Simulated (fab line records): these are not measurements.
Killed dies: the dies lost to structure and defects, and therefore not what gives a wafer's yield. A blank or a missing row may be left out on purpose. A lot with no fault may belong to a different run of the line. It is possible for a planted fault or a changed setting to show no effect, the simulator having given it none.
fab line records	flow n5-finfet
record lots=6	wafers=18	last-day=18
route steps=1938 shown DUMMY_GATE@238 BEOL_M4@1111 PASSIVATION@1936
lots that met no fault: from a run of the same line without faults
start-h: the number of hours between the record's first day and the start of the first shown wafer of the lot	wait-h: hours from the lot's prior step to this one	" identical to the entry in the row above	L1.1+2: several wafers, shown together as one row	- no value present, or no start provided	* or withheld: withheld	< > ~ a bound
route shown NAME@n: names a module that has steps shown in the file, with the first one's number in the route	usual: mean/standard deviation of fault-free wafers	same: alike in all rows	chamber/n: place in a boat	sites: readings site by site	_std_site: the values' standard deviation	_edge_site: outer sites' mean less inner sites'	radius-mm: for every site, how far away it sits from the centre of the wafer	mask NAME#n: copy n	behind: tool/chamber where the wafer was last shaped	hold: why the lot went on hold/how many hours it stayed there/how the hold came to an end	device: which transistor (n, p or np) failed to switch	end of line: tests of these same wafers at the route's end	for a step that has no rows: nothing shown but its recipe	killed: the dies lost at the first sort to structure and to defects; this is not the yield of the wafer	map: dies across one wafer; x = killed, . = not, _ = none there
set.NAME: setting as actually run; set.NAME@STEP: the setting as run at that earlier step	model.NAME: the simulator's own value behind a step, which no gauge read
lots seen at some steps along the route; tables by step, rows by wafer
services: when a tool's chamber went out of use (start-h, in hours from the record's first day, below 0 if earlier), for how many hours, and the reason
## steps
# step N5_DUMMY_GATE_STRIP_38
# recipe chemistry=N2/H2	temp-c=40	n2-flow-sccm=200	h2-flow-sccm=200	rf-frequency-hz=6e+07
# step N5_DUMMY_GATE_STRIP_39
# recipe chemistry=N2/H2	temp-c=40	n2-flow-sccm=200	h2-flow-sccm=200	rf-frequency-hz=6e+07
# step N5_DUMMY_GATE_TRIM_49
# recipe chemistry=O2	resist=SOC	time-s=29	target-cd-nm=14	source-power-w=300	bias-power-w=0	O2_flow_sccm=100	temp-c=20
# step N5_DUMMY_GATE_STRIP_40
# recipe chemistry=CF4	resist=SiARC	power-w=300	bias-power-w=75	pressure-mtorr=50	cf4-flow-sccm=150	rf-frequency-hz=6e+07
# usual drypump-motor-current-A=5.79/0.28	oes-product-au=0.79/0.086	rf-vpp-V=271.7/1.6	showerhead-plenum-p-Torr=1.82/0.059	throttle-valve-pct=13.53/0.27
lot.wafer	tool	chamber	start-h	wait-h	drypump-motor-current-A	oes-product-au	rf-hours-counter-h	rf-vpp-V	showerhead-plenum-p-Torr	throttle-valve-pct
L446.1	rie-diel-05	0	77.86	0.1	5.62	0.68	223	270.8	1.85	13.57
L446.4	"	1	"	"	5.89	0.73	-	272.8	1.86	13.84
L446.5	"	3	"	"	5.64	0.67	-	271.9	1.84	13.94
L447.4	rie-diel-06	2	82.42	0.1	5.82	0.76	137	270.1	1.80	13.70
L447.5	"	1	"	"	5.40	0.77	-	272.3	1.88	13.63
L447.6	"	0	"	"	6.09	0.73	-	270.4	1.78	13.70
L450.1	rie-diel-03	1	100.77	0.1	6.32	0.75	139	271.9	1.85	13.25
L450.2	"	0	"	"	5.58	0.94	10	272.6	1.85	13.37
L450.5	"	3	"	"	5.46	0.80	-	270.5	1.74	13.62
L456.1	rie-diel-03	3	139.02	0.1	5.46	0.80	106	271.1	1.74	13.65
L456.2	"	1	"	"	6.30	0.74	151	272.0	1.85	13.26
L456.5	"	1	"	"	6.31	0.74	-	272.9	1.85	13.27
L458.1	rie-diel-06	0	149.46	0.2	6.11	0.72	200	271.1	1.77	13.73
L458.3	"	2	"	"	5.82	0.75	157	272.5	1.80	13.75
L458.6	"	1	"	"	5.40	0.75	-	273.1	1.87	13.65
L461.1	rie-diel-05	1	166.45	0.1	5.92	0.69	203	272.9	1.85	13.92
L461.2	"	3	"	"	5.63	0.89	20	272.6	1.83	13.46
L461.6	"	1	"	"	5.91	0.70	-	269.8	1.85	13.93
# step N5_DUMMY_GATE_CD_MEAS_50
# recipe target-cd-nm=14
# usual cd-nm=13.9/0.33
lot.wafer	tool	chamber	start-h	wait-h	cd-nm
L446.1	cd-sem-01	-	77.91	0.0	13.9
L446.4	"	-	"	"	14.1
L446.5	"	-	"	"	13.4
L447.4	cd-sem-03	-	82.48	0.0	13.4
L447.5	"	-	"	"	13.6
L447.6	"	-	"	"	14.1
L450.1	cd-sem-03	-	100.82	0.0	14.1
L450.2	"	-	"	"	13.9
L450.5	"	-	"	"	14.0
L456.1	cd-sem-02	-	139.07	0.0	14.0
L456.2	"	-	"	"	13.4
L456.5	"	-	"	"	13.8
L458.1	cd-sem-01	-	149.51	0.0	13.8
L458.3	"	-	"	"	13.9
L458.6	"	-	"	"	13.5
L461.1	cd-sem-03	-	166.50	0.0	13.1
L461.2	"	-	"	"	13.9
L461.6	"	-	"	"	14.0
# step N5_DUMMY_GATE_ETCH_31
# recipe chemistry=C4F6/O2	target=SiO2	mask-material=SOC	target-depth-a=825	time-s=27.5	ion-energy-ev=250	pressure-mtorr=30	source-w=345	bias-w=185	Ar_flow_sccm=300	C4F6_flow_sccm=10	O2_flow_sccm=10
# usual drypump-motor-current-A=5.81/0.26	oes-product-au=0.79/0.095	rf-vpp-V=668/9.8	showerhead-plenum-p-Torr=2.89/0.095	throttle-valve-pct=21.13/0.26
lot.wafer	tool	chamber	start-h	wait-h	drypump-motor-current-A	oes-product-au	rf-hours-counter-h	rf-vpp-V	showerhead-plenum-p-Torr	throttle-valve-pct
L446.1	rie-diel-05	0	77.96	0.0	5.64	0.68	223	684	2.93	20.96
L446.4	"	3	"	"	5.64	0.68	-	668	2.91	21.39
L446.5	"	1	"	"	5.93	0.72	-	669	2.96	21.50
L447.4	rie-diel-06	1	82.52	0.0	5.40	0.79	123	666	2.95	21.06
L447.5	"	1	"	"	5.39	0.78	-	667	2.95	21.06
L447.6	"	0	"	"	6.11	0.73	-	653	2.85	21.36
L450.1	rie-diel-05	0	100.87	0.0	5.60	0.69	233	684	2.92	21.00
L450.2	"	2	"	"	6.06	0.73	172	648	2.73	21.44
L450.5	"	1	"	"	5.90	0.72	-	669	2.96	21.49
L456.1	rie-diel-03	2	139.11	0.0	5.72	0.91	35	672	3.03	20.89
L456.2	"	3	"	"	5.45	0.81	106	672	2.76	21.25
L456.5	"	2	"	"	5.72	0.91	-	671	3.03	20.86
L458.1	rie-diel-06	3	149.73	0.2	5.83	0.88	43	657	2.77	20.72
L458.3	"	1	"	"	5.40	0.77	145	666	2.94	21.12
L458.6	"	1	"	"	5.41	0.77	-	666	2.94	21.12
L461.1	rie-diel-03	2	166.55	0.0	5.71	0.89	43	671	3.03	20.90
L461.2	"	0	"	"	5.62	0.92	30	675	2.90	20.98
L461.6	"	0	"	"	5.61	0.92	-	675	2.90	20.99
# step N5_DUMMY_GATE_STRIP_41
# recipe chemistry=O2	power-w=400	temp-c=40	pressure-mtorr=30	rf-frequency-hz=6e+07	bias-power-w=0	overash-fraction=0.3	o2-flow-sccm=225
# step N5_DUMMY_GATE_HM_OPEN_21
# recipe chemistry=CH3F/O2	target=SiNx	target-depth-a=1200	Ar_flow_sccm=150	CH3F_flow_sccm=30	O2_flow_sccm=23	time-s=171.4	pressure-mtorr=30	source-w=395	bias-w=73	ion-energy-ev=120.7
# usual drypump-motor-current-A=5.80/0.26	oes-product-au=0.79/0.095	rf-vpp-V=300/4.5	showerhead-plenum-p-Torr=2.05/0.07	throttle-valve-pct=16.42/0.26
lot.wafer	tool	chamber	start-h	wait-h	drypump-motor-current-A	oes-product-au	rf-hours-counter-h	rf-vpp-V	showerhead-plenum-p-Torr	throttle-valve-pct
L446.1	rie-diel-05	0	78.04	0.0	5.64	0.68	223	308	2.08	16.34
L446.4	"	3	"	"	5.62	0.67	-	301	2.06	16.70
L446.5	"	1	"	"	5.91	0.73	-	301	2.10	16.77
L447.4	rie-diel-06	1	82.60	0.0	5.40	0.78	123	299	2.10	16.41
L447.5	"	1	"	"	5.39	0.79	-	300	2.10	16.41
L447.6	"	0	"	"	6.10	0.73	-	293	2.02	16.64
L450.1	rie-diel-05	0	100.95	0.0	5.63	0.68	233	308	2.07	16.36
L450.2	"	2	"	"	6.02	0.71	172	291	1.93	16.71
L450.5	"	1	"	"	5.91	0.72	-	301	2.10	16.76
L456.1	rie-diel-03	2	139.20	0.0	5.72	0.91	35	302	2.16	16.12
L456.2	"	3	"	"	5.46	0.81	106	300	1.96	16.55
L456.5	"	2	"	"	5.70	0.91	-	301	2.16	16.11
L458.1	rie-diel-06	3	149.82	0.0	5.86	0.88	43	296	1.97	16.04
L458.3	"	1	"	"	5.40	0.77	145	300	2.09	16.46
L458.6	"	1	"	"	5.39	0.77	-	301	2.10	16.47
L461.1	rie-diel-03	2	166.64	0.0	5.71	0.89	43	301	2.15	16.11
L461.2	"	0	"	"	5.61	0.92	30	304	2.06	16.23
L461.6	"	0	"	"	5.61	0.91	-	304	2.06	16.24
# step N5_DUMMY_GATE_ETCH_32
# recipe chemistry=CF4	target=SiO2	target-depth-a=35	time-s=3.9	ion-energy-ev=350	pressure-mtorr=10	icp-w=800	bias-w=400	cf4-flow-sccm=80
# usual drypump-motor-current-A=5.7/0.53	oes-product-au=0.997/0.018	throttle-valve-pct=21.78/0.17
lot.wafer	tool	chamber	start-h	wait-h	drypump-motor-current-A	oes-product-au	rf-hours-counter-h	throttle-valve-pct
L446.1	rie-si-02	1	78.20	0.1	6.4	1.014	41	21.80
L446.4	"	0	"	"	5.6	0.991	44	21.68
L446.5	"	1	"	"	6.4	1.011	-	21.82
L447.4	rie-si-01	1	82.76	0.1	5.4	0.996	36	21.50
L447.5	"	3	"	"	6.7	1.027	-	21.78
L447.6	"	2	"	"	5.8	1.029	-	21.80
L450.1	rie-si-03	1	101.12	0.1	5.2	0.983	4	21.77
L450.2	"	0	"	"	4.7	1.008	12	21.72
L450.5	"	3	"	"	6.1	0.996	-	21.56
L456.1	rie-si-03	3	139.37	0.1	6.1	0.987	104	21.56
L456.2	"	2	"	"	5.5	1.020	159	22.01
L456.5	"	2	"	"	5.5	1.016	-	22.03
L458.1	rie-si-01	0	149.98	0.1	6.1	1.010	150	21.82
L458.3	"	2	"	"	5.8	1.000	0	21.75
L458.6	"	2	"	"	5.8	1.009	-	21.76
L461.1	rie-si-03	3	166.80	0.1	6.1	0.989	105	21.55
L461.2	"	1	"	"	5.2	0.970	5	21.77
L461.6	"	1	"	"	5.2	0.977	-	21.78
# step N5_DUMMY_GATE_ETCH_23
# recipe chemistry=HBr/Cl2/O2	HBr_flow_sccm=150	Cl2_flow_sccm=80	O2_flow_sccm=12	bias-w=102	target-depth-a=410	time-s=22.3	target=poly-Si	mask-material=SiO2	pressure-mtorr=10	icp-w=800
# step N5_DUMMY_GATE_ETCH_44
# recipe chemistry=HBr/O2	over-etch-frac=0.7	target-depth-a=1275	stop-on=SiO2	ion-energy-ev=60	bias-w=20	target=poly-Si	mask-material=SiO2	pressure-mtorr=20	icp-w=400	HBr_flow_sccm=120	O2_flow_sccm=10
# step N5_DUMMY_GATE_CD_MEAS_24
# recipe target-cd-nm=15
# usual cd-nm=15.0/0.45
lot.wafer	tool	chamber	start-h	wait-h	cd-nm
L446.1	cd-sem-01	-	78.40	0.1	14.7
L446.4	"	-	"	"	15.7
L446.5	"	-	"	"	15.2
L447.4	cd-sem-02	-	82.97	0.1	14.3
L447.5	"	-	"	"	15.0
L447.6	"	-	"	"	15.3
L450.1	cd-sem-03	-	101.31	0.1	15.3
L450.2	"	-	"	"	14.7
L450.5	"	-	"	"	15.7
L456.1	cd-sem-01	-	139.57	0.1	15.4
L456.2	"	-	"	"	14.4
L456.5	"	-	"	"	14.5
L458.1	cd-sem-02	-	150.18	0.1	15.7
L458.3	"	-	"	"	15.1
L458.6	"	-	"	"	14.9
L461.1	cd-sem-02	-	167.00	0.1	14.4
L461.2	"	-	"	"	14.8
L461.6	"	-	"	"	15.0
# step N5_DUMMY_GATE_ETCH_42
# recipe chemistry=CHF3/O2	target=SiO2	target-depth-a=35	time-s=31	ion-energy-ev=30	bias-w=12	pressure-mtorr=30	source-w=600	Ar_flow_sccm=200	CHF3_flow_sccm=50	O2_flow_sccm=5
# usual drypump-motor-current-A=5.80/0.27	oes-product-au=0.80/0.096	rf-vpp-V=42.5/1	showerhead-plenum-p-Torr=2.44/0.078	throttle-valve-pct=18.70/0.26
lot.wafer	tool	chamber	start-h	wait-h	drypump-motor-current-A	oes-product-au	rf-hours-counter-h	rf-vpp-V	showerhead-plenum-p-Torr	throttle-valve-pct	model.etch.depth-nm
L446.1	rie-diel-06	3	78.55	0.1	5.82	0.93	20	42.5	2.36	18.33	3.54
L446.4	"	0	"	"	6.10	0.72	183	42.6	2.41	18.96	3.448
L446.5	"	3	"	"	5.84	0.92	-	42.3	2.36	18.32	3.495
L447.4	rie-diel-03	2	83.01	0.0	5.72	0.94	21	41.8	2.58	18.45	3.554
L447.5	"	2	"	"	5.72	0.94	-	44.1	2.58	18.45	3.583
L447.6	"	1	"	"	6.30	0.74	-	41.8	2.51	18.40	3.455
L450.1	rie-diel-05	0	101.36	0.0	5.65	0.68	233	43.0	2.48	18.65	3.471
L450.2	"	2	"	"	6.03	0.73	172	40.7	2.31	19.08	3.512
L450.5	"	0	"	"	5.61	0.67	-	41.7	2.48	18.64	3.459
L456.1	rie-diel-03	3	139.64	0.1	5.47	0.65	106	44.2	2.33	18.86	2.435
L456.2	"	0	"	"	5.64	0.76	22	45.4	2.46	18.53	2.502
L456.5	"	2	"	"	5.71	0.74	-	44.3	2.57	18.46	2.498
L458.1	rie-diel-05	3	150.24	0.1	5.64	0.93	14	42.9	2.46	18.67	3.6
L458.3	"	2	"	"	6.03	0.71	188	39.7	2.31	19.10	3.519
L458.6	"	0	"	"	5.61	0.67	-	43.1	2.47	18.68	3.459
L461.1	rie-diel-03	2	167.05	0.0	5.72	0.73	43	44.1	2.57	18.48	2.518
L461.2	"	1	"	"	6.33	0.59	159	39.5	2.50	18.42	2.415
L461.6	"	2	"	"	5.72	0.73	-	42.8	2.57	18.48	2.508
# step N5_DUMMY_GATE_STRIP_48
# recipe chemistry=N2/H2	time-s=20	power-w=100	temp-c=40	pressure-mtorr=100	rf-frequency-hz=6e+07	bias-power-w=3	n2-flow-sccm=300	h2-flow-sccm=300
# usual drypump-motor-current-A=5.82/0.27	oes-product-au=0.81/0.095	rf-vpp-V=45.4/0.87	showerhead-plenum-p-Torr=3.43/0.11	throttle-valve-pct=12.2/0.3
lot.wafer	tool	chamber	start-h	wait-h	drypump-motor-current-A	oes-product-au	rf-hours-counter-h	rf-vpp-V	showerhead-plenum-p-Torr	throttle-valve-pct
L446.1	rie-diel-06	3	78.60	0.0	5.86	0.93	20	42.8	3.30	11.6
L446.4	"	0	"	"	6.13	0.73	183	44.8	3.34	12.3
L446.5	"	3	"	"	5.85	0.92	-	46.1	3.30	11.6
L447.4	rie-diel-03	2	83.06	0.0	5.71	0.94	21	46.0	3.58	11.7
L447.5	"	2	"	"	5.72	0.94	-	46.2	3.58	11.7
L447.6	"	1	"	"	6.34	0.75	-	44.8	3.52	11.9
L450.1	rie-diel-05	0	101.41	0.0	5.64	0.70	233	45.4	3.47	12.2
L450.2	"	2	"	"	6.03	0.73	172	44.3	3.25	12.5
L450.5	"	0	"	"	5.64	0.69	-	44.8	3.47	12.2
L456.1	rie-diel-03	3	139.69	0.0	5.47	0.81	106	44.9	3.30	12.4
L456.2	"	0	"	"	5.64	0.94	22	46.0	3.47	12.2
L456.5	"	2	"	"	5.71	0.92	-	45.3	3.58	11.8
L458.1	rie-diel-05	3	150.29	0.0	5.64	0.92	14	44.6	3.43	11.9
L458.3	"	2	"	"	6.08	0.73	188	45.2	3.24	12.6
L458.6	"	0	"	"	5.63	0.68	-	46.6	3.46	12.3
L461.1	rie-diel-03	2	167.09	0.0	5.73	0.90	43	45.0	3.57	11.8
L461.2	"	1	"	"	6.34	0.73	159	46.0	3.51	12.0
L461.6	"	2	"	"	5.75	0.90	-	46.4	3.57	11.8
# step N5_BEOL_M4_RC_MEAS_101
# usual DIBL_N=36.0/2	DIBL_P=36.2/2.2	IOFF_N=0.16/0.034	IOFF_P=0.21/0.04	ION_N=675/12	ION_P=463/7.2	SS_N=71.6/0.6	SS_P=73.3/0.67	VT_N=250/3	VT_P=-251/3.4
lot.wafer	tool	chamber	start-h	wait-h	DIBL_N[mV/V]	DIBL_P[mV/V]	IOFF_N[nA/um]	IOFF_P[nA/um]	ION_N[uA/um]	ION_P[uA/um]	SS_N[mV/dec]	SS_P[mV/dec]	VT_N[mV]	VT_P[mV]
L446.1	prober-02	0	215.20	0.0	37.3	37.3	0.19	0.21	681	461	72.3	73.5	247	-252
L446.4	"	0	"	"	33.7	32.7	0.13	0.15	669	454	70.9	73.0	251	-257
L446.5	"	0	"	"	34.7	33.7	0.14	0.16	668	449	71.6	72.6	249	-256
L447.4	prober-02	0	218.25	0.5	35.7	38.1	0.18	0.21	685	463	72.3	73.7	251	-255
L447.5	"	0	"	"	34.9	35.8	0.15	0.17	676	456	71.4	73.3	251	-257
L447.6	"	0	"	"	31.7	32.8	0.10	0.14	652	453	70.2	72.2	256	-255
L450.1	prober-01	0	227.43	0.0	34.9	35.0	0.15	0.20	684	469	71.0	72.5	249	-249
L450.2	"	0	"	"	33.0	31.9	0.10	0.15	662	456	70.6	72.3	255	-254
L450.5	"	0	"	"	32.8	32.2	0.11	0.17	664	460	70.4	72.1	255	-251
L456.1	prober-01	0	267.96	0.0	36.0	36.0	0.18	0.25	689	479	71.2	72.8	247	-246
L456.2	"	0	"	"	38.2	38.0	0.21	0.28	687	474	72.2	73.9	245	-247
L456.5	"	0	"	"	37.3	36.0	0.19	0.26	684	476	71.7	73.3	250	-246
L458.1	prober-02	0	279.72	0.0	32.4	32.5	0.10	0.16	649	453	70.5	71.9	257	-255
L458.3	"	0	"	"	36.2	36.1	0.16	0.20	675	463	71.2	72.9	252	-252
L458.6	"	0	"	"	36.1	35.8	0.14	0.19	668	459	71.6	73.3	253	-252
L461.1	prober-02	0	308.93	0.0	38.2	37.7	0.17	0.22	672	460	71.9	73.9	252	-249
L461.2	"	0	"	"	36.7	36.7	0.16	0.21	687	472	72.0	73.7	250	-248
L461.6	"	0	"	"	37.5	37.7	0.17	0.23	670	465	72.0	74.0	253	-251
# step N5_PASSIVATION_PROBE_49
# usual defect-limited-yield=91.5/1.5	killed_at_M0_to_M3=33/10	killed_at_M4_up=15/6.4	killed-at-contacts=12/5.4	killed-at-front-end=38/9.8	killed-at-other=4/3.1	killed-dies=101/18	killed-open=67/14	killed-short=33/7.9	sort_bin_5_function=5.0/1	sort_bin_6_memory=3.2/0.67	sort-n-pass=1079/18	sort-yield-pct=91.5/1.5
# same gross-dies=1180	killed-at-back-side=0	sort_bin_4_leakage[%]=0	sort_bin_8_speed[%]=0
lot.wafer	tool	chamber	start-h	wait-h	defect-limited-yield[%]	killed_at_M0_to_M3	killed_at_M4_up	killed-at-contacts	killed-at-front-end	killed-at-other	killed-dies	killed-open	killed-short	sort_bin_5_function[%]	sort_bin_6_memory[%]	sort-n-pass	sort-yield-pct[%]
L447.4	prober-02	-	337.95	0.2	92.7	25	21	9	29	2	86	59	25	4.2	3.0	1094	92.7
L447.5	prober-02	-	338.00	0.2	91.8	26	8	19	40	4	97	67	26	4.7	3.2	1083	91.8
L447.6	prober-02	-	338.05	0.3	91.0	36	23	3	41	3	106	70	34	5.7	3.2	1074	91.0
L450.1	prober-01	-	356.03	0.0	92.7	26	16	2	31	11	86	58	28	4.5	2.7	1094	92.7
L450.2	prober-01	-	356.08	0.1	91.9	32	17	8	30	9	96	55	39	5.3	2.1	1084	91.9
L450.5	prober-01	-	356.23	0.2	92.3	35	10	5	34	7	91	57	30	3.8	3.8	1089	92.3
L446.1	prober-02	-	361.60	0.0	89.4	59	12	9	45	0	125	92	32	6.6	3.6	1055	89.4
L446.4	prober-02	-	361.75	0.2	90.4	54	9	16	32	2	113	81	31	5.8	3.6	1067	90.4
L446.5	prober-02	-	361.80	0.2	90.4	33	12	26	39	3	113	78	34	5.4	3.8	1067	90.4
L456.1	prober-01	-	397.43	0.0	92.8	24	17	4	35	5	85	54	30	4.2	2.7	1095	92.8
L456.2	prober-01	-	397.48	0.1	93.5	23	22	3	26	3	77	52	24	3.5	3.1	1103	93.5
L456.5	prober-01	-	397.63	0.2	93.3	21	12	9	29	8	79	49	28	4.1	2.1	1101	93.3
L458.1	prober-02	-	404.45	0.0	91.1	45	7	8	42	3	105	68	34	5.3	3.3	1075	91.1
L458.3	prober-02	-	404.55	0.1	91.8	21	14	12	37	13	97	59	35	4.5	3.2	1083	91.8
L458.6	prober-02	-	404.70	0.3	91.9	32	15	8	36	4	95	65	29	5.3	2.6	1085	91.9
L461.1	prober-02	-	435.74	0.0	89.7	50	14	13	41	4	122	83	39	6.1	3.6	1058	89.7
L461.2	prober-02	-	435.79	0.1	91.6	34	11	17	33	4	99	56	41	5.4	2.4	1081	91.6
L461.6	prober-02	-	435.99	0.3	92.5	36	9	11	23	9	88	68	20	4.6	2.6	1092	92.5
# killed by level:class
L447.4 BEOL_M4:geometric-particle:open=9 MOL_CONTACT_COAG:geometric-particle:open=7 BEOL_M3:geometric-particle:open=7 DUMMY_GATE:geometric-particle:open=6 GATE_CUT:geometric-particle:short=5 BEOL_M0_SAQP:geometric-particle:short=5 BEOL_M0:geometric-particle:open=5 FIN_SAQP:geometric-particle:short=4
L447.5 MOL_CONTACT_COAG:geometric-particle:open=16 FIN_SAQP:geometric-particle:open=9 BEOL_M0:geometric-particle:open=7 STI_FIN_REVEAL:geometric-particle:open=6 FIN_SAQP:geometric-particle:short=5 BEOL_M0_SAQP:geometric-particle:short=5 BEOL_M3:geometric-particle:open=5 STARTING-WAFER:geometric-particle:short=5
L447.6 BEOL_M0_SAQP:geometric-particle:open=11 BEOL_M0_SAQP:geometric-particle:short=10 BEOL_M4:geometric-particle:open=10 STI_FIN_REVEAL:geometric-particle:open=9 FIN_SAQP:geometric-particle:short=7 GATE_CUT:geometric-particle:short=6 BEOL_M3:geometric-particle:open=5 STARTING-WAFER:geometric-particle:open=5
L450.1 BEOL_M4:geometric-particle:open=11 BEOL_M1:geometric-particle:open=7 FIN_SAQP:geometric-particle:short=5 STI_FIN_REVEAL:geometric-particle:open=5 BEOL_M0_SAQP:geometric-particle:short=5 STARTING-WAFER:geometric-particle:open=5 DUMMY_GATE:geometric-particle:open=4 BEOL_M3:geometric-particle:open=4
L450.2 BEOL_M0_SAQP:geometric-particle:open=12 BEOL_M0_SAQP:geometric-particle:short=12 MOL_CONTACT_COAG:geometric-particle:open=8 FIN_SAQP:geometric-particle:short=7 FIN_SAQP:geometric-particle:open=5 BEOL_M4:geometric-particle:open=5 MIM_TOP_ETCH:geometric-particle:short=5 BEOL_M2:geometric-particle:open=4
L450.5 BEOL_M3:geometric-particle:open=12 BEOL_M0_SAQP:geometric-particle:open=8 FIN_SAQP:geometric-particle:short=7 BEOL_M0_SAQP:geometric-particle:short=7 FIN_SAQP:geometric-particle:open=5 STI_FIN_REVEAL:geometric-particle:open=5 MOL_CONTACT_COAG:geometric-particle:open=5 GATE_CUT:geometric-particle:open=3
L446.1 BEOL_M1:geometric-particle:open=20 STI_FIN_REVEAL:geometric-particle:open=17 BEOL_M3:geometric-particle:open=16 BEOL_M2:geometric-particle:open=6 MOL_CONTACT_COAG:geometric-particle:open=5 GATE_CUT:geometric-particle:short=4 GATE_CUT:geometric-particle:open=4 MOL_CONTACT_COAG:geometric-particle:short=4
L446.4 BEOL_M2:geometric-particle:open=13 MOL_CONTACT_COAG:geometric-particle:open=13 BEOL_M3:geometric-particle:open=10 BEOL_M1:geometric-particle:open=10 BEOL_M0_SAQP:geometric-particle:open=6 STI_FIN_REVEAL:geometric-particle:open=5 DUMMY_GATE:geometric-particle:open=5 BEOL_M0_SAQP:geometric-particle:short=5
L446.5 MOL_CONTACT_COAG:geometric-particle:open=22 BEOL_M2:geometric-particle:open=9 BEOL_M0_SAQP:geometric-particle:open=7 BEOL_M1:geometric-particle:open=7 FIN_SAQP:geometric-particle:open=5 STI_FIN_REVEAL:geometric-particle:open=5 STARTING-WAFER:geometric-particle:open=5 FIN_SAQP:geometric-particle:short=4
L456.1 BEOL_M0_SAQP:geometric-particle:short=10 FIN_SAQP:geometric-particle:open=8 STI_FIN_REVEAL:geometric-particle:open=7 BEOL_M5:geometric-particle:open=7 BEOL_M2:geometric-particle:open=6 FIN_SAQP:geometric-particle:short=5 BEOL_M1:geometric-particle:open=4 BEOL_M4:geometric-particle:open=3
L456.2 BEOL_M4:geometric-particle:open=12 BEOL_M0_SAQP:geometric-particle:open=9 FIN_SAQP:geometric-particle:short=6 STI_FIN_REVEAL:geometric-particle:open=6 BEOL_M3:geometric-particle:open=5 BEOL_M0_SAQP:geometric-particle:short=4 FIN_SAQP:geometric-particle:open=3 BEOL_M4:geometric-particle:short=3
L456.5 MOL_CONTACT_COAG:geometric-particle:open=9 GATE_CUT:geometric-particle:short=6 BEOL_M0_SAQP:geometric-particle:open=5 MIM_TOP_ETCH:geometric-particle:open=4 BEOL_M0_SAQP:geometric-particle:short=4 STARTING-WAFER:geometric-particle:short=4 FIN_SAQP:geometric-particle:short=3 BEOL_M1:geometric-particle:open=3
L458.1 BEOL_M0_SAQP:geometric-particle:open=9 STI_FIN_REVEAL:geometric-particle:open=8 MOL_CONTACT_COAG:geometric-particle:open=7 BEOL_M2:geometric-particle:open=7 FIN_SAQP:geometric-particle:open=6 FIN_SAQP:geometric-particle:short=6 BEOL_M1:geometric-particle:short=6 STARTING-WAFER:geometric-particle:open=6
L458.3 MOL_CONTACT_COAG:geometric-particle:open=12 BEOL_M1:geometric-particle:open=9 STI_FIN_REVEAL:geometric-particle:open=7 GATE_CUT:geometric-particle:short=7 BEOL_M0_SAQP:geometric-particle:short=5 BEOL_M4:geometric-particle:open=5 BEOL_M7:geometric-particle:open=4 MIM_TOP:geometric-particle:short=4
L458.6 BEOL_M1:geometric-particle:open=9 FIN_SAQP:geometric-particle:open=7 FIN_SAQP:geometric-particle:short=6 MOL_CONTACT_COAG:geometric-particle:open=6 BEOL_M0:geometric-particle:open=6 STI_FIN_REVEAL:geometric-particle:open=5 BEOL_M3:geometric-particle:open=5 BEOL_M4:geometric-particle:open=5
L461.1 FIN_SAQP:geometric-particle:short=13 MOL_CONTACT_COAG:geometric-particle:open=13 BEOL_M3:geometric-particle:open=11 BEOL_M1:geometric-particle:open=10 FIN_SAQP:geometric-particle:open=9 BEOL_M2:geometric-particle:open=6 DUMMY_GATE:geometric-particle:open=6 BEOL_M0:geometric-particle:open=6
L461.2 MOL_CONTACT_COAG:geometric-particle:open=13 BEOL_M2:geometric-particle:open=9 FIN_SAQP:geometric-particle:short=8 BEOL_M0_SAQP:geometric-particle:short=8 STI_FIN_REVEAL:geometric-particle:open=7 BEOL_M1:geometric-particle:open=6 BEOL_M3:geometric-particle:open=5 FIN_SAQP:geometric-particle:open=4
L461.6 MOL_CONTACT_COAG:geometric-particle:open=10 FIN_SAQP:geometric-particle:open=8 BEOL_M0_SAQP:geometric-particle:open=7 BEOL_M2:geometric-particle:open=6 BEOL_M2:geometric-particle:short=5 BEOL_M0:geometric-particle:open=5 BEOL_M3:geometric-particle:open=5 FIN_SAQP:geometric-particle:short=4
## services
tool	chamber	start-h	hours	kind
rie-diel-05	2	72.79	5.3	repair
rie-si-03	-	82.09	16.0	repair
rie-diel-05	3	85.04	-	clean
rie-diel-05	3	85.04	-	consumable-replace:focus-ring
rie-diel-05	3	85.04	23.4	scheduled-down
rie-diel-05	3	85.04	23.4	vent-cycle
rie-diel-06	0	85.75	15.1	repair
rie-diel-06	2	92.67	2.6	repair
rie-si-03	-	104.03	0.5	repair
rie-si-03	0	107.02	1.7	repair
rie-si-02	1	118.40	3.7	repair
rie-diel-03	2	120.54	4.1	repair
rie-si-01	0	123.44	7.7	repair
rie-si-01	2	131.19	-	clean
rie-si-01	2	131.19	14.7	scheduled-down
rie-si-01	2	131.19	14.7	vent-cycle
rie-si-01	3	145.85	-	clean
rie-si-03	1	148.49	7.6	repair
rie-diel-05	0	154.46	-	clean
rie-diel-05	0	154.46	-	consumable-replace:focus-ring
rie-diel-05	0	154.46	21.4	scheduled-down
rie-diel-05	0	154.46	21.4	vent-cycle
rie-diel-03	-	157.42	0.6	repair
rie-si-02	0	159.43	1.8	repair
## key
first-sign none at tools or gauges
model-effect step=N5_DUMMY_GATE_ETCH_42	value=etch.depth-nm	without=3.511	struck=2.479
met-at N5_DUMMY_GATE_ETCH_42
struck-wafers L456.1,L456.2,L456.5,L461.1,L461.2,L461.6
onset-between 83.01 139.64
also-fits N5_DUMMY_GATE_ETCH_31:rie-diel-03,N5_DUMMY_GATE_HM_OPEN_21:rie-diel-03,N5_DUMMY_GATE_ETCH_32:rie-si-03
fault kind=process-parameter-drift	tool=rie-diel-03	chamber=-	onset-h=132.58	steps=N5_DUMMY_GATE_ETCH_42	channel=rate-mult	offset=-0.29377	shape=step	end-h=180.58
